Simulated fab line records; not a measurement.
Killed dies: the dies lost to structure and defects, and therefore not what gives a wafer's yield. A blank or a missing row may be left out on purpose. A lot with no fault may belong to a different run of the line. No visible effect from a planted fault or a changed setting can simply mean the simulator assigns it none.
Split-lot trial ; flow n5Finfet ; 39 wafers read from 7 lots, route of 1938 steps

## SPLIT DETAILS
At N5_BEOL_M8_DESCUM_33 (chemistry O2, time 7 s), the setting timeS was moved away from the recipe's 7 s on 12 of the 39 wafers read, by -42.1% to +27.3%. For the rest of the wafers, this setting stayed at what the recipe calls for.

Split to reading: the file shows no intervening step.

## THE READING
CAR-EUV_of_BEOL_M8_COAT_22.thkNm (the simulator's own value, which no gauge read), in nm, at N5_BEOL_M8_ETCH_72 (etches underlayer in N2/H2, target depth 6.5 nm, time 5.2 s). The file gives no usual value for it. Here, 27 wafers ran the recipe; their average is 20.3 nm with a standard deviation of 0.11 nm.

wafer;tool, chamber at the split;timeS as run, s;against the recipe;CAR-EUV_of_BEOL_M8_COAT_22.thkNm, nm;against lot-mates on the recipe
L075.1;rieDiel-06, 0,2,2;7;recipe;20.4;-
L075.2;rieDiel-06, 0,2,2;7;recipe;20.4;-
L075.5;rieDiel-06, 1,1,0;7;recipe;20.4;-
L075.6;rieDiel-06, 0,2,2;7;recipe;20.4;-
L075.3;rieDiel-06, 1,1,0;7;recipe;20.2;-
L075.4;rieDiel-06, 1,1,0;7;recipe;20.2;-
L077.1;rieDiel-06, 1,0,3;7;recipe;20.2;-
L077.2;rieDiel-06, 1,0,3;7;recipe;20.4;-
L077.4;rieDiel-06, 1,0,3;7;recipe;20.4;-
L083.1;rieDiel-02, 3,1,0;4.055;-42.1%;21.6;+1.4
L083.2;rieDiel-02, 3,1,0;4.055;-42.1%;21.6;+1.4
L083.3;rieDiel-02, 3,1,0;4.055;-42.1%;21.8;+1.6
L083.4;rieDiel-02, 2;7;recipe;20.2;-
L083.5;rieDiel-02, 2;7;recipe;20.2;-
L083.6;rieDiel-02, 3;7;recipe;20.2;-
L086.1;rieDiel-02, 3,1,0,3,0;7;recipe;20.4;-
L086.2;rieDiel-02, 3,1,0,3,0;7;recipe;20.4;-
L086.3;rieDiel-02, 3,1,0,3,0;7;recipe;20.4;-
L086.5;rieDiel-02, 3,1,0,3,0;7;recipe;20.4;-
L086.6;rieDiel-02, 3,1,0,3,0;7;recipe;20.4;-
L086.4;rieDiel-02, 2;7;recipe;20.2;-
L090.1;rieDiel-05, 2,3;8.898;+27.1%;19.4;-0.8
L090.3;rieDiel-05, 2,3;8.898;+27.1%;19.4;-0.8
L090.2;rieDiel-05, 1,3,1;7;recipe;20.2;-
L090.4;rieDiel-05, 1,3,1;7;recipe;20.2;-
L090.5;rieDiel-05, 1,3,1;7;recipe;20.2;-
L090.6;rieDiel-05, 2;8.898;+27.1%;19.2;-1.0
L092.1;rieDiel-05, 3,0;8.911;+27.3%;19.4;-0.9
L092.5;rieDiel-05, 1;8.911;+27.3%;19.4;-0.9
L092.6;rieDiel-05, 3,0;8.911;+27.3%;19.4;-0.9
L092.2;rieDiel-05, 0;7;recipe;20.2;-
L092.3;rieDiel-05, 1,2;7;recipe;20.4;-
L092.4;rieDiel-05, 1,2;7;recipe;20.4;-
L095.1;rieDiel-05, 3,2,0;4.494;-35.8%;21.6;+1.1
L095.4;rieDiel-05, 3,2,0;4.494;-35.8%;21.6;+1.1
L095.5;rieDiel-05, 3,2,0;4.494;-35.8%;21.6;+1.1
L095.2;rieDiel-05, 1,0,3;7;recipe;20.6;-
L095.3;rieDiel-05, 1,0,3;7;recipe;20.4;-
L095.6;rieDiel-05, 1,0,3;7;recipe;20.4;-
If several chambers appear in one row, that row covers several wafers at once and the file leaves open which wafer was in which chamber.

THE FIT
A straight line over all 39 wafers: CAR-EUV_of_BEOL_M8_COAT_22.thkNm changes by -0.0341 nm for each +1% of timeS; r = -0.99; the points scatter about the line by 0.11 nm.
The same after taking each lot's own level away (the mean of its wafers on the recipe; 39 wafers): -0.0334 nm for each +1%; r = -0.99; scatter 0.082 nm.
According to that fit, moving timeS by its largest amount changes the reading by 1.4 nm.
The span of the lots' own levels, 20.20 to 20.47 nm, comes to 2.4 times the standard deviation stated above.
Consequently the slope shifts little with the lot-to-lot level, the two slopes agreeing.
Check: for one of the wafers moved furthest among these (-42.1%), held out of the fit, the line's prediction against its lot-mates is +1.41 nm. Against them it came out at +1.4 nm.

## FURTHER SPLITS ON THESE WAFERS
Other splits were also applied to these wafers ahead of the reading. Each is held against what the fit with the lots' levels taken away leaves over:
other split on the same wafers;wafers away from the commonest value;r with CAR-EUV_of_BEOL_M8_COAT_22.thkNm (lot level and that fit taken away)
N5_BEOL_M6_TRENCH_ETCH_37 targetDepthA;15;-0.19

## THE WHOLE CHAIN: every reading that the file lists as answering this split, in the file's order
step;what it does;reading;change (the file's fit);r (the file's)
N5_BEOL_M8_DESCUM_33;chemistry O2, time 7 s;CAR-EUV_of_BEOL_M8_COAT_22.thkNm (the simulator's own value, which no gauge read);-0.0343 nm for each +1% of the setting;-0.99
N5_BEOL_M8_ETCH_72;etches underlayer in N2/H2, target depth 6.5 nm, time 5.2 s;CAR-EUV_of_BEOL_M8_COAT_22.thkNm (the simulator's own value, which no gauge read);-0.0334 nm for each +1% of the setting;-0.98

## THE FILE'S OWN FIT
CAR-EUV_of_BEOL_M8_COAT_22.thkNm changes by -0.0334 nm for each +1% of timeS, r = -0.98.
